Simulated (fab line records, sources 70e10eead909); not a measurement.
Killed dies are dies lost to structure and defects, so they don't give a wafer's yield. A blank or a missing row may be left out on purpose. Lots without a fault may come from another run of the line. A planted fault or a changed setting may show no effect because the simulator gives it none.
fab line records | flow nand_harc
record lots=20 wafers=60 last_day=34
route steps=1302 shown A_ONON_D1@425 A_CHANNEL_HOLE_D1@451
lots that met no fault: from a run of the same line without faults
start_h: hours from the record's first day to the start of the lot's first wafer shown | wait_h: hours since the lot's step before | " the same as in the row above | L1.1+2: a row that stands for several wafers | - no value, or no start given | * or withheld: withheld | < > ~ a bound
route shown NAME@n: a module of which the file shows steps, and the number in the route of the first | usual: mean/standard deviation of fault-free wafers | same: alike in all rows | chamber/n: place in a boat | sites: the reading at each site | _std_site: their standard deviation | _edge_site: outer sites' mean less inner sites' | radius_mm: how far each site lies from the wafer's centre | mask NAME#n: copy n | behind: the tool/chamber that last shaped the wafer | hold: why the lot was held/for how many hours/how that ended | device: the transistor (n, p or np) that didn't switch | end of line: the same wafers' tests at the end of the route | a step without rows: its recipe alone | killed: dies lost to structure and defects at the first sort, not the wafer's yield | map: a wafer's dies, x killed, . not, _ none there
set.NAME: the setting as run; set.NAME@STEP: as run at that earlier step | model.NAME: the simulator's own value behind a step, which no gauge read
steps of the route over a sample of lots; a table a step, a row a wafer
services: from which hour (start_h, from the record's first day; less than 0 if before it) a tool's chamber was out of use, for how many hours, and why
## steps
# step NHARC_A_ONON_D1_THK_MEAS_02
# recipe thk_meas_gauge=ellipsometry
# usual thk_nm=999/10
# columns lot.wafer tool chamber start_h wait_h thk_nm
L074.1 film_metro-02 - 160.42 - 1012
L074.2 " - " " 1012
L074.3 " - " " 1011
L075.2 film_metro-02 - 169.46 - 999
L075.3 " - " " 998
L075.6 " - " " 1000
L076.1 film_metro-01 - 181.84 - 998
L076.5 " - " " 1001
L076.6 " - " " 1000
L078.3 film_metro-01 - 198.09 - 1015
L078.5 " - " " 1017
L078.6 " - " " 1015
L077.3 film_metro-02 - 198.10 - 1014
L077.4 " - " " 1013
L077.5 " - " " 1012
L079.1 film_metro-01 - 206.43 - 997
L079.5 " - " " 996
L079.6 " - " " 997
L080.1 film_metro-02 - 223.46 - 1005
L080.4 " - " " 1003
L080.5 " - " " 1004
L081.2 film_metro-02 - 231.25 - 997
L081.3 " - " " 998
L081.4 " - " " 996
L082.2 film_metro-01 - 249.57 - 1002
L082.3 " - " " 1004
L082.5 " - " " 1005
L083.1 film_metro-02 - 253.86 - 986
L083.2 " - " " 986
L083.4 " - " " 986
L084.1 film_metro-01 - 257.41 - 1001
L084.2 " - " " 1002
L084.6 " - " " 1001
L085.2 film_metro-01 - 271.50 - 1001
L085.4 " - " " 1000
L085.5 " - " " 1000
L086.1 film_metro-02 - 275.47 - 985
L086.4 " - " " 984
L086.5 " - " " 984
L089.1 film_metro-02 - 306.47 - 1007
L089.3 " - " " 1008
L089.5 " - " " 1007
L088.2 film_metro-01 - 306.50 - 983
L088.3 " - " " 983
L088.5 " - " " 983
L090.3 film_metro-01 - 320.98 - 995
L090.4 " - " " 997
L090.5 " - " " 995
L092.2 film_metro-01 - 345.99 - 983
L092.5 " - " " 982
L092.6 " - " " 984
L094.1 film_metro-01 - 363.01 - 996
L094.3 " - " " 997
L094.4 " - " " 999
L095.2 film_metro-01 - 363.02 - 1001
L095.3 " - " " 1003
L095.6 " - " " 1000
L097.1 film_metro-01 - 400.39 - 1000
L097.2 " - " " 1000
L097.4 " - " " 1001
# step NHARC_A_CHANNEL_HOLE_D1_DEP_01
# recipe target_thk_a=1400 target_thk_nm=140 temp_c=400 pressure_torr=3.5 flow_sccm=200 rf_w=350 material=SiON
# usual chamber_pressure_Torr=3.499/0.0077 heater_power_w=771/78 rf_fwd_power_W=348.6/1.2
# columns lot.wafer tool chamber start_h wait_h chamber_pressure_Torr heater_power_w rf_fwd_power_W
L074.1 pecvd-04 0 176.35 1.6 3.495 765 349.8
L074.3 " 1 " " 3.511 790 349.0
L074.2 " 2 " " 3.497 673 350.7
L075.2 pecvd-02 1 184.86 1.3 3.487 698 350.0
L075.3 " 2 " " 3.498 703 349.0
L075.6 " 2 " " 3.495 722 347.8
L076.1 pecvd-02 1 201.56 1.7 3.491 787 349.0
L076.5 " 0 " " 3.495 850 347.6
L076.6 " 1 " " 3.491 752 348.9
L078.3 pecvd-02 0 213.95 1.0 3.496 781 348.2
L078.5 " 0 " " 3.499 806 348.9
L078.6 " 1 " " 3.502 703 349.3
L077.3 pecvd-04 1 214.29 1.0 3.501 788 348.7
L077.5 " 0 " " 3.513 843 350.9
L077.4 " 1 " " 3.492 777 349.5
L079.1 pecvd-02 0 222.43 1.6 3.513 852 348.1
L079.6 " 0 " " 3.501 811 349.4
L079.5 " 2 " " 3.503 741 346.9
L080.1 pecvd-04 0 238.54 1.6 3.501 885 348.2
L080.5 " 1 " " 3.495 842 346.9
L080.4 " 2 " " 3.500 724 350.5
L081.2 pecvd-02 1 246.23 1.3 3.504 828 348.6
L081.3 " 2 " " 3.488 625 351.3
L081.4 " 1 " " 3.493 858 348.4
L082.3 pecvd-02 2 264.22 1.0 3.495 708 349.0
L082.2 " 1 " " 3.500 851 350.4
L082.5 " 1 " " 3.505 846 349.0
L083.2 pecvd-02 1 272.16 1.3 3.501 812 348.9
L083.1 " 2 " " 3.516 682 347.2
L083.4 " 0 " " 3.498 888 345.5
L084.2 pecvd-01 1 272.27 1.3 3.501 769 348.0
L084.1 " 0 " " 3.487 732 348.6
L084.6 " 2 " " 3.496 631 346.5
L086.1 pecvd-04 2 289.00 1.6 3.487 849 348.3
L086.4 " 0 " " 3.500 779 347.5
L086.5 " 1 " " 3.507 772 346.3
L085.2 pecvd-01 2 289.07 1.4 3.502 676 347.5
L085.4 " 1 " " 3.504 721 350.6
L085.5 " 2 " " 3.505 682 346.9
L089.3 pecvd-04 2 323.92 1.0 3.503 793 346.8
L089.1 " 0 " " 3.507 793 349.3
L089.5 " 2 " " 3.489 823 349.3
L088.3 pecvd-01 1 324.14 1.0 3.504 837 347.2
L088.2 " 0 " " 3.518 757 350.5
L088.5 " 0 " " 3.496 770 350.3
L090.3 pecvd-04 0 337.24 1.0 3.494 897 348.8
L090.5 " 0 " " 3.507 914 347.9
L090.4 " 1 " " 3.491 772 347.0
L092.2 pecvd-01 1 360.90 1.3 3.496 793 344.9
L092.6 " 0 " " 3.501 723 348.7
L092.5 " 1 " " 3.504 807 348.3
L094.3 pecvd-02 1 381.44 1.0 3.500 708 346.9
L094.1 " 0 " " 3.507 832 348.3
L094.4 " 2 " " 3.484 623 347.4
L095.3 pecvd-02 1 383.40 1.0 3.498 729 347.0
L095.2 " 0 " " 3.505 884 347.9
L095.6 " 0 " " 3.499 888 348.4
L097.2 pecvd-04 2 415.07 1.3 3.516 803 349.8
L097.1 " 0 " " 3.504 848 349.7
L097.4 " 2 " " 3.497 844 348.8
# step NHARC_A_CHANNEL_HOLE_D1_ETCH_23
# recipe bias_v=5000 source_w=withheld pressure_mtorr=20 time_s=819 ar_flow_sccm=375 c4f8_flow_sccm=89.3 o2_flow_sccm=35.7 temp_c=-20 target_depth_a=16000 chemistry=C4F8/O2/Ar
# usual c4f8_flow_sccm=89.28/0.3 chamber_pressure_mTorr=19.999/0.019 drypump_motor_current_A=5.5/0.45 showerhead_plenum_p_Torr=3.64/0.073 throttle_valve_pct=32.154/0.0082
# columns lot.wafer tool chamber start_h wait_h c4f8_flow_sccm chamber_pressure_mTorr drypump_motor_current_A rf_hours_counter_h showerhead_plenum_p_Torr throttle_valve_pct
L074.2 har_etch-02 1 179.82 0.5 89.46 20.000 6.1 291 3.65 32.146
L074.1 " 0 " " 88.81 19.967 5.0 291 3.61 32.153
L074.3 " 1 " " 89.28 19.996 6.1 - 3.65 32.154
L075.2 har_etch-02 0 188.50 0.5 89.13 19.982 4.9 299 3.61 32.152
L075.3 " 1 " " 89.23 19.969 6.1 - 3.64 32.139
L075.6 " 0 " " 89.61 19.984 4.9 - 3.61 32.157
L076.1 har_etch-01 0 205.04 0.5 89.29 19.994 5.7 94 3.66 32.152
L076.5 " 0 " " 88.90 19.994 5.6 - 3.66 32.154
L076.6 " 1 " " 89.08 20.016 5.2 - 3.72 32.154
L078.3 har_etch-01 1 217.67 0.5 89.71 20.029 5.2 - 3.72 32.158
L078.6 " 1 " " 89.11 19.974 5.2 - 3.72 32.151
L078.5 " 0 " " 89.17 19.989 5.7 - 3.66 32.144
L077.3 har_etch-02 1 218.05 0.5 88.84 20.009 6.1 - 3.63 32.159
L077.4 " 0 " " 89.18 19.990 4.9 - 3.60 32.157
L077.5 " 0 " " 89.12 19.997 4.9 - 3.60 32.160
L079.1 har_etch-02 1 226.65 0.5 89.40 19.998 6.1 318 3.63 32.158
L079.5 " 0 " " 89.54 19.993 5.0 - 3.60 32.149
L079.6 " 1 " " 89.27 19.977 6.1 - 3.63 32.153
L080.1 har_etch-02 0 246.25 0.5 89.37 20.003 4.9 333 3.59 32.161
L080.4 " 0 " " 89.39 20.027 4.9 - 3.59 32.160
L080.5 " 1 " " 89.50 20.017 6.1 - 3.62 32.139
L081.2 har_etch-01 0 250.40 0.5 89.35 19.998 5.6 117 3.65 32.145
L081.3 " 0 " " 88.91 19.976 5.7 - 3.65 32.147
L081.4 " 1 " " 89.55 20.001 5.2 - 3.71 32.141
L082.2 har_etch-02 0 267.85 0.5 89.19 19.995 4.9 345 3.58 32.149
L082.3 " 0 " " 89.15 19.961 5.0 - 3.58 32.161
L082.5 " 0 " " 88.91 19.994 4.9 - 3.58 32.163
L083.1 har_etch-01 0 275.84 0.5 89.35 19.985 5.6 128 3.64 32.157
L083.2 " 1 " " 89.22 20.000 5.2 128 3.71 32.163
L083.4 " 0 " " 89.52 19.991 5.7 - 3.64 32.167
L084.2 har_etch-02 1 276.30 0.5 88.93 20.007 6.2 352 3.61 32.159
L084.1 " 0 " " 89.24 20.012 4.9 352 3.58 32.151
L084.6 " 1 " " 89.09 20.011 6.2 - 3.61 32.165
L086.1 har_etch-01 0 292.64 0.5 89.33 19.976 5.7 140 3.64 32.140
L086.4 " 1 " " 89.95 19.978 5.2 - 3.70 32.156
L086.5 " 0 " " 89.36 19.973 5.7 - 3.64 32.158
L085.2 har_etch-02 1 292.68 0.5 89.87 20.027 6.1 364 3.61 32.148
L085.4 " 1 " " 90.01 19.966 6.1 - 3.61 32.154
L085.5 " 0 " " 89.75 20.021 4.9 - 3.57 32.145
L089.1 har_etch-01 1 327.39 0.5 89.34 20.010 5.2 158 3.69 32.159
L089.3 " 1 " " 89.30 19.987 5.2 - 3.69 32.144
L089.5 " 0 " " 89.34 19.984 5.6 - 3.63 32.157
L088.2 har_etch-02 0 330.33 0.5 89.45 20.034 4.9 383 3.56 32.153
L088.3 " 0 " " 89.40 20.016 4.9 - 3.56 32.153
L088.5 " 1 " " 89.05 19.991 6.1 - 3.60 32.175
L090.4 har_etch-01 1 340.88 0.5 88.56 20.010 5.2 - 3.68 32.158
L090.3 " 0 " " 89.50 20.000 5.6 - 3.62 32.140
L090.5 " 0 " " 89.90 20.002 5.6 - 3.62 32.157
L092.2 har_etch-02 1 366.42 0.5 89.40 19.996 6.1 406 3.58 32.149
L092.6 " 0 " " 89.08 19.983 4.9 - 3.55 32.156
L092.5 " 1 " " 89.37 20.005 6.1 - 3.58 32.126
L094.1 har_etch-01 1 388.46 0.5 89.58 20.030 5.2 196 3.67 32.144
L094.3 " 0 " " 90.04 20.028 5.6 - 3.61 32.140
L094.4 " 1 " " 89.21 19.971 5.2 - 3.67 32.158
L095.2 har_etch-01 1 392.64 0.5 88.65 19.990 5.2 200 3.67 32.153
L095.3 " 0 " " 89.55 20.006 5.6 - 3.60 32.142
L095.6 " 1 " " 89.17 20.002 5.2 - 3.67 32.150
L097.2 har_etch-02 0 418.80 0.5 89.04 19.988 4.9 17 3.92 32.136
L097.1 " 1 " " 89.23 20.010 6.1 17 3.92 32.156
L097.4 " 1 " " 89.85 20.011 6.1 - 3.92 32.164
# step NHARC_A_CHANNEL_HOLE_D1_ETCH_26
# recipe bias_v=300 source_w=2000 pressure_mtorr=30 time_s=224.1 ar_flow_sccm=375 c4f8_flow_sccm=11.4 o2_flow_sccm=113.6 temp_c=-20 target_depth_a=3000 chemistry=C4F8/O2/Ar
# usual c4f8_flow_sccm=11.40/0.034 chamber_pressure_mTorr=30.000/0.028 drypump_motor_current_A=5.5/0.46 showerhead_plenum_p_Torr=3.68/0.077 throttle_valve_pct=24.585/0.0093
# columns lot.wafer tool chamber start_h wait_h c4f8_flow_sccm chamber_pressure_mTorr drypump_motor_current_A rf_hours_counter_h showerhead_plenum_p_Torr throttle_valve_pct
L074.2 har_etch-02 1 182.18 0.8 11.41 29.994 6.1 293 3.69 24.594
L074.1 " 0 " " 11.40 29.996 4.9 293 3.65 24.604
L074.3 " 1 " " 11.44 29.994 6.1 - 3.69 24.586
L075.2 har_etch-02 0 190.78 0.6 11.42 30.015 4.9 301 3.65 24.593
L075.3 " 1 " " 11.42 29.968 6.1 - 3.68 24.585
L075.6 " 0 " " 11.37 30.025 4.9 - 3.65 24.585
L076.1 har_etch-01 0 207.37 0.7 11.36 29.995 5.6 96 3.70 24.582
L076.5 " 0 " " 11.31 29.982 5.7 - 3.70 24.583
L076.6 " 1 " " 11.43 29.995 5.2 - 3.77 24.597
L078.3 har_etch-01 1 219.85 0.5 11.37 30.041 5.2 - 3.77 24.584
L078.6 " 1 " " 11.37 30.019 5.2 - 3.77 24.574
L078.5 " 0 " " 11.41 30.034 5.6 - 3.70 24.578
L077.3 har_etch-02 1 220.25 0.5 11.40 29.991 6.1 - 3.67 24.597
L077.4 " 0 " " 11.42 30.021 4.9 - 3.64 24.588
L077.5 " 0 " " 11.41 30.002 5.0 - 3.64 24.572
L079.1 har_etch-02 1 228.93 0.6 11.39 30.000 6.1 320 3.67 24.590
L079.5 " 0 " " 11.39 29.989 4.9 - 3.64 24.570
L079.6 " 1 " " 11.41 29.969 6.1 - 3.67 24.601
L080.1 har_etch-02 0 248.50 0.6 11.45 29.962 4.9 335 3.63 24.555
L080.4 " 0 " " 11.43 30.018 4.9 - 3.63 24.562
L080.5 " 1 " " 11.39 29.992 6.0 - 3.66 24.588
L081.2 har_etch-01 0 252.74 0.7 11.39 30.029 5.7 119 3.69 24.582
L081.3 " 0 " " 11.45 30.016 5.7 - 3.69 24.557
L081.4 " 1 " " 11.39 29.970 5.2 - 3.76 24.589
L082.2 har_etch-02 0 270.12 0.6 11.36 29.981 4.9 347 3.62 24.592
L082.3 " 0 " " 11.45 29.942 4.9 - 3.62 24.576
L082.5 " 0 " " 11.40 30.020 4.9 - 3.62 24.579
L083.1 har_etch-01 0 278.17 0.7 11.39 30.017 5.6 130 3.68 24.593
L083.2 " 1 " " 11.41 30.041 5.2 130 3.75 24.580
L083.4 " 0 " " 11.41 30.064 5.6 - 3.69 24.571
L084.2 har_etch-02 1 278.64 0.7 11.43 29.983 6.2 354 3.65 24.586
L084.1 " 0 " " 11.39 30.010 4.9 354 3.62 24.586
L084.6 " 1 " " 11.38 29.994 6.1 - 3.65 24.566
L086.1 har_etch-01 0 294.90 0.6 11.45 30.016 5.7 142 3.68 24.594
L086.4 " 1 " " 11.43 30.017 5.2 - 3.74 24.589
L086.5 " 0 " " 11.44 29.989 5.7 - 3.68 24.577
L085.2 har_etch-02 1 295.03 0.7 11.46 30.019 6.2 366 3.65 24.594
L085.4 " 1 " " 11.39 30.006 6.1 - 3.65 24.595
L085.5 " 0 " " 11.34 30.047 5.0 - 3.61 24.574
L089.1 har_etch-01 1 329.65 0.6 11.40 29.991 5.2 161 3.73 24.580
L089.3 " 1 " " 11.40 30.040 5.2 - 3.73 24.583
L089.5 " 0 " " 11.39 30.026 5.7 - 3.67 24.575
L088.2 har_etch-02 0 332.59 0.6 11.45 29.997 4.9 385 3.60 24.583
L088.3 " 0 " " 11.43 30.018 4.9 - 3.60 24.587
L088.5 " 1 " " 11.40 29.936 6.1 - 3.64 24.571
L090.4 har_etch-01 1 343.03 0.5 11.41 29.959 5.2 - 3.73 24.583
L090.3 " 0 " " 11.37 29.977 5.7 - 3.66 24.579
L090.5 " 0 " " 11.42 29.973 5.6 - 3.66 24.581
L092.2 har_etch-02 1 368.69 0.6 11.39 30.003 6.1 409 3.62 24.578
L092.6 " 0 " " 11.44 30.047 4.9 - 3.59 24.588
L092.5 " 1 " " 11.36 30.038 6.1 - 3.62 24.584
L094.1 har_etch-01 1 390.71 0.6 11.42 30.003 5.2 199 3.71 24.569
L094.3 " 0 " " 11.42 30.026 5.7 - 3.65 24.594
L094.4 " 1 " " 11.41 30.019 5.2 - 3.71 24.573
L095.2 har_etch-01 1 394.91 0.6 11.45 29.978 5.2 203 3.71 24.583
L095.3 " 0 " " 11.43 30.031 5.6 - 3.64 24.584
L095.6 " 1 " " 11.43 29.973 5.2 - 3.71 24.588
L097.2 har_etch-02 0 421.12 0.7 11.41 29.925 4.9 19 3.98 24.586
L097.1 " 1 " " 11.44 30.011 6.1 19 3.98 24.601
L097.4 " 1 " " 11.42 30.004 6.1 - 3.98 24.583
# step NHARC_A_CHANNEL_HOLE_D1_ETCH_33
# recipe bias_v=400 source_w=2000 pressure_mtorr=25 time_s=90 ar_flow_sccm=375 c4f8_flow_sccm=41.7 o2_flow_sccm=83.3 temp_c=-20 target_depth_a=4000 chemistry=C4F8/O2/Ar
# usual c4f8_flow_sccm=41.69/0.12 chamber_pressure_mTorr=24.995/0.025 drypump_motor_current_A=5.5/0.45 rf_fwd_power_W=1989/6.3 showerhead_plenum_p_Torr=3.68/0.076 throttle_valve_pct=27.619/0.0086
# columns lot.wafer tool chamber start_h wait_h c4f8_flow_sccm chamber_pressure_mTorr drypump_motor_current_A rf_fwd_power_W rf_hours_counter_h showerhead_plenum_p_Torr throttle_valve_pct
L074.2 har_etch-02 1 182.38 0.2 41.76 25.008 6.1 1991 293 3.68 27.626
L074.1 " 0 " " 41.57 24.995 5.0 1988 293 3.65 27.619
L074.3 " 1 " " 41.68 24.961 6.0 1985 - 3.68 27.631
L075.2 har_etch-02 0 190.98 0.2 41.88 25.014 4.9 1984 301 3.64 27.627
L075.3 " 1 " " 41.57 24.984 6.1 1981 - 3.68 27.605
L075.6 " 0 " " 41.71 24.980 4.9 1982 - 3.64 27.620
L076.1 har_etch-01 0 207.57 0.2 41.78 24.988 5.7 1994 96 3.70 27.612
L076.5 " 0 " " 41.75 25.005 5.7 1996 - 3.70 27.620
L076.6 " 1 " " 41.74 24.978 5.2 1994 - 3.76 27.605
L078.3 har_etch-01 1 220.04 0.2 41.71 24.962 5.2 1991 - 3.76 27.625
L078.6 " 1 " " 41.72 25.041 5.2 2003 - 3.76 27.617
L078.5 " 0 " " 41.65 24.992 5.7 1984 - 3.70 27.625
L077.3 har_etch-02 1 220.44 0.2 41.62 24.961 6.1 1999 - 3.67 27.634
L077.4 " 0 " " 41.57 25.048 4.9 1977 - 3.63 27.613
L077.5 " 0 " " 41.77 24.959 4.9 1988 - 3.63 27.619
L079.1 har_etch-02 1 229.12 0.2 41.72 24.989 6.1 1985 320 3.67 27.620
L079.5 " 0 " " 41.59 24.993 4.9 1983 - 3.63 27.625
L079.6 " 1 " " 41.79 25.029 6.1 1981 - 3.67 27.621
L080.1 har_etch-02 0 248.70 0.2 41.74 24.995 4.9 1998 336 3.62 27.621
L080.4 " 0 " " 41.64 25.029 4.9 1993 - 3.62 27.628
L080.5 " 1 " " 41.51 24.968 6.1 1991 - 3.66 27.597
L081.2 har_etch-01 0 252.94 0.2 41.66 24.988 5.6 1989 119 3.69 27.621
L081.3 " 0 " " 41.72 24.967 5.7 1990 - 3.69 27.615
L081.4 " 1 " " 41.83 24.984 5.2 1994 - 3.75 27.622
L082.2 har_etch-02 0 270.32 0.2 41.72 25.010 5.0 1987 347 3.62 27.620
L082.3 " 0 " " 41.51 24.989 4.9 1988 - 3.62 27.615
L082.5 " 0 " " 41.58 24.983 4.9 1988 - 3.62 27.633
L083.1 har_etch-01 0 278.37 0.2 41.50 24.948 5.6 1993 131 3.68 27.628
L083.2 " 1 " " 41.67 24.992 5.2 1985 131 3.75 27.619
L083.4 " 0 " " 41.57 25.002 5.6 1987 - 3.68 27.623
L084.2 har_etch-02 1 278.84 0.2 41.84 24.998 6.2 1987 355 3.65 27.632
L084.1 " 0 " " 41.51 25.007 4.9 1992 355 3.61 27.610
L084.6 " 1 " " 41.67 25.003 6.1 1982 - 3.65 27.616
L086.1 har_etch-01 0 295.10 0.2 41.54 24.974 5.6 1985 142 3.67 27.619
L086.4 " 1 " " 41.89 25.031 5.2 1986 - 3.74 27.608
L086.5 " 0 " " 41.46 24.976 5.6 1996 - 3.67 27.629
L085.2 har_etch-02 1 295.23 0.2 41.62 25.021 6.1 1990 366 3.64 27.618
L085.4 " 1 " " 41.61 24.979 6.1 1992 - 3.64 27.609
L085.5 " 0 " " 41.72 25.020 5.0 1976 - 3.61 27.620
L089.1 har_etch-01 1 329.85 0.2 41.82 24.949 5.2 2001 161 3.73 27.629
L089.3 " 1 " " 41.73 24.996 5.2 2001 - 3.73 27.628
L089.5 " 0 " " 41.48 24.921 5.6 1993 - 3.66 27.613
L088.2 har_etch-02 0 332.79 0.2 41.65 24.994 4.9 1991 386 3.60 27.610
L088.3 " 0 " " 41.56 24.977 4.9 1981 - 3.60 27.621
L088.5 " 1 " " 41.60 25.017 6.1 1990 - 3.63 27.630
L090.4 har_etch-01 1 343.22 0.2 41.71 24.998 5.2 1986 - 3.72 27.614
L090.3 " 0 " " 41.66 24.993 5.6 1991 - 3.66 27.608
L090.5 " 0 " " 41.75 24.965 5.6 2006 - 3.66 27.618
L092.2 har_etch-02 1 368.89 0.2 41.62 24.960 6.1 1991 409 3.62 27.614
L092.6 " 0 " " 41.78 25.055 4.9 2002 - 3.58 27.629
L092.5 " 1 " " 41.34 25.039 6.1 1991 - 3.62 27.613
L094.1 har_etch-01 1 390.91 0.2 41.74 24.993 5.2 1997 199 3.71 27.608
L094.3 " 0 " " 41.86 25.017 5.6 1992 - 3.64 27.623
L094.4 " 1 " " 41.76 24.978 5.2 2000 - 3.71 27.617
L095.2 har_etch-01 1 395.11 0.2 41.60 24.960 5.2 1994 203 3.70 27.602
L095.3 " 0 " " 41.73 24.974 5.6 1987 - 3.64 27.618
L095.6 " 1 " " 41.64 24.955 5.2 1988 - 3.70 27.604
L097.2 har_etch-02 0 421.32 0.2 41.55 24.989 5.0 1985 19 3.97 27.603
L097.1 " 1 " " 41.46 24.997 6.1 1990 19 3.97 27.603
L097.4 " 1 " " 41.52 25.019 6.1 1988 - 3.97 27.608
# step NHARC_A_CHANNEL_HOLE_D1_ETCH_44
# recipe target_depth_a=1400 overetch_a=140 time_s=77 ion_energy_ev=100 cf4_flow_sccm=80 o2_flow_sccm=20 ar_flow_sccm=0 rf_w=300 bias_w=100 chemistry=CF4/O2
# usual chamber_pressure_mTorr=29.999/0.026 drypump_motor_current_A=5.6/0.39 oes_product_au=1.000/0.0067 rf_fwd_power_W=297.4/1.2 rf_vpp_V=197.6/1.4 showerhead_plenum_p_Torr=1.32/0.06 throttle_valve_pct=13.397/0.009
# columns lot.wafer tool chamber start_h wait_h chamber_pressure_mTorr drypump_motor_current_A oes_product_au rf_fwd_power_W rf_hours_counter_h rf_vpp_V showerhead_plenum_p_Torr throttle_valve_pct
L074.1 rie_diel-08 1 183.13 0.0 29.992 5.9 0.996 298.2 16 196.6 1.27 13.400
L074.2 " 2 " " 30.022 5.0 0.992 296.0 16 198.6 1.37 13.411
L074.3 " 3 " " 29.997 5.6 0.998 298.6 15 199.2 1.41 13.388
L075.2 rie_diel-10 2 191.70 0.1 30.011 6.3 1.002 299.3 46 197.0 1.30 13.400
L075.3 " 0 " " 30.041 5.9 1.002 296.2 48 197.6 1.35 13.381
L075.6 " 3 " " 29.941 5.3 1.006 297.3 - 197.9 1.36 13.409
L076.1 rie_diel-08 2 208.34 0.1 30.005 5.0 0.997 297.9 0 198.0 1.37 13.396
L076.6 " 1 " " 29.993 5.9 0.999 297.9 - 197.0 1.27 13.380
L076.5 " 2 " " 30.055 5.0 0.997 297.7 - 198.7 1.37 13.402
L078.3 rie_diel-08 2 220.73 0.1 29.984 4.9 0.994 297.6 2 196.6 1.37 13.393
L078.6 " 1 " " 29.986 5.9 0.992 299.6 - 197.6 1.27 13.397
L078.5 " 2 " " 29.992 4.9 1.008 298.8 - 199.3 1.37 13.405
L077.3 rie_diel-10 1 224.74 3.6 30.034 5.9 1.001 299.5 61 199.5 1.43 13.396
L077.5 " 1 " " 30.040 5.9 1.005 298.1 - 200.0 1.43 13.388
L077.4 " 2 " " 29.987 6.4 1.006 297.3 - 196.9 1.29 13.388
L079.1 rie_diel-04 3 229.84 0.1 30.032 5.7 0.991 296.9 14 195.6 1.27 13.408
L079.6 " 3 " " 30.007 5.7 0.999 297.0 - 197.4 1.27 13.401
L079.5 " 0 " " 30.036 5.4 0.989 294.6 - 198.0 1.32 13.386
L080.1 rie_diel-08 2 249.42 0.1 30.002 5.0 0.993 297.2 4 198.6 1.37 13.404
L080.4 " 0 " " 29.971 5.4 1.004 296.2 6 197.0 1.26 13.404
L080.5 " 2 " " 29.993 4.9 0.999 297.0 - 198.6 1.37 13.384
L081.4 rie_diel-08 1 253.69 0.1 29.971 5.9 0.992 298.0 5 197.4 1.27 13.411
L081.3 " 3 " " 30.006 5.6 0.996 297.5 5 197.8 1.41 13.399
L081.2 " 0 " " 29.968 5.4 1.007 295.0 6 196.2 1.26 13.403
L082.2 rie_diel-08 0 271.03 0.1 29.983 5.4 0.989 294.6 8 195.3 1.26 13.402
L082.3 " 2 " " 30.008 5.0 1.000 297.8 6 198.8 1.37 13.397
L082.5 " 1 " " 30.008 5.9 0.997 297.9 - 197.6 1.27 13.407
L083.4 rie_diel-08 0 279.12 0.1 30.012 5.4 1.001 297.0 8 196.3 1.26 13.408
L083.1 " 1 " " 29.972 5.9 1.009 296.8 7 197.1 1.27 13.409
L083.2 " 2 " " 29.984 5.0 0.992 297.4 6 197.7 1.37 13.409
L084.2 rie_diel-04 2 279.61 0.1 30.036 6.0 0.999 300.1 29 196.8 1.27 13.391
L084.1 " 1 " " 30.013 6.4 1.009 296.7 33 196.4 1.34 13.403
L084.6 " 1 " " 30.013 6.3 1.008 297.1 - 198.6 1.34 13.398
L086.4 rie_diel-08 3 295.83 0.1 30.032 5.6 0.991 297.7 9 200.5 1.41 13.401
L086.1 " 1 " " 30.001 5.9 0.994 297.7 9 197.3 1.27 13.402
L086.5 " 0 " " 29.999 5.4 0.991 296.0 - 196.8 1.26 13.402
L085.2 rie_diel-08 1 296.31 0.1 29.956 5.9 1.016 296.7 9 196.9 1.27 13.410
L085.4 " 2 " " 29.983 5.0 1.004 298.1 8 200.0 1.37 13.394
L085.5 " 2 " " 30.012 4.9 1.000 298.2 - 198.1 1.37 13.400
L089.3 rie_diel-08 3 330.57 0.0 30.019 5.6 0.998 299.7 12 199.6 1.41 13.398
L089.1 " 0 " " 30.036 5.4 0.993 295.6 12 195.1 1.26 13.389
L089.5 " 0 " " 29.995 5.4 0.991 295.9 - 196.3 1.26 13.393
L088.3 rie_diel-08 1 333.51 0.1 30.001 5.9 1.010 294.8 12 196.0 1.27 13.393
L088.2 " 2 " " 29.999 5.0 1.008 297.6 11 198.2 1.37 13.397
L088.5 " 0 " " 30.008 5.4 1.002 295.0 - 195.9 1.26 13.404
L090.3 rie_diel-08 0 343.91 0.1 29.981 5.4 0.998 297.2 14 195.7 1.26 13.387
L090.4 " 1 " " 29.973 5.9 1.003 297.8 13 195.9 1.27 13.392
L090.5 " 1 " " 30.023 5.9 1.004 297.9 - 198.2 1.27 13.405
L092.2 rie_diel-04 0 369.61 0.1 30.042 5.4 1.006 296.5 0 198.4 1.31 13.395
L092.6 " 3 " " 30.008 5.7 0.992 296.5 - 196.7 1.26 13.397
L092.5 " 0 " " 30.019 5.4 1.004 295.8 - 196.8 1.31 13.402
L094.3 rie_diel-08 1 391.67 0.1 30.004 5.9 1.000 297.5 2 195.3 1.27 13.402
L094.1 " 2 " " 30.009 5.0 1.007 297.9 2 197.8 1.37 13.394
L094.4 " 1 " " 29.985 5.9 0.998 295.9 - 197.3 1.27 13.394
L095.3 rie_diel-08 3 395.83 0.0 30.035 5.6 1.002 298.4 2 200.1 1.41 13.397
L095.2 " 1 " " 29.985 5.9 1.004 297.0 2 196.4 1.27 13.391
L095.6 " 0 " " 30.035 5.4 0.993 295.4 - 197.0 1.26 13.394
L097.1 rie_diel-08 2 422.06 0.0 29.969 5.0 1.004 297.7 4 197.9 1.37 13.398
L097.2 " 3 " " 30.005 5.6 0.998 297.9 4 200.6 1.41 13.393
L097.4 " 1 " " 30.006 5.9 1.005 298.1 4 196.8 1.27 13.403
## services
# columns tool chamber start_h hours kind
rie_diel-04 - 178.03 9.0 pm
rie_diel-08 - 190.84 9.0 pm
pecvd-01 - 211.27 0.4 repair
rie_diel-08 1 224.02 5.3 repair
rie_diel-08 - 225.23 0.6 repair
pecvd-01 - 227.27 2.5 repair
pecvd-02 - 228.10 13.0 pm
rie_diel-08 2 229.07 11.2 repair
har_etch-01 - 232.96 12.0 repair
rie_diel-08 3 243.09 5.8 repair
pecvd-02 2 247.41 11.4 repair
pecvd-04 - 269.07 13.0 pm
pecvd-01 - 311.00 13.0 pm
pecvd-04 1 312.43 6.7 repair
rie_diel-08 0 313.17 4.6 repair
pecvd-01 1 326.25 2.4 repair
pecvd-02 - 340.94 1.7 repair
rie_diel-08 - 367.84 9.0 pm
har_etch-02 - 377.50 17.0 pm
rie_diel-08 0 390.75 2.5 repair
pecvd-02 - 399.82 0.9 repair
pecvd-02 2 402.11 4.4 repair
pecvd-02 - 409.10 13.0 pm
pecvd-01 - 414.78 1.0 repair
## key
fault none
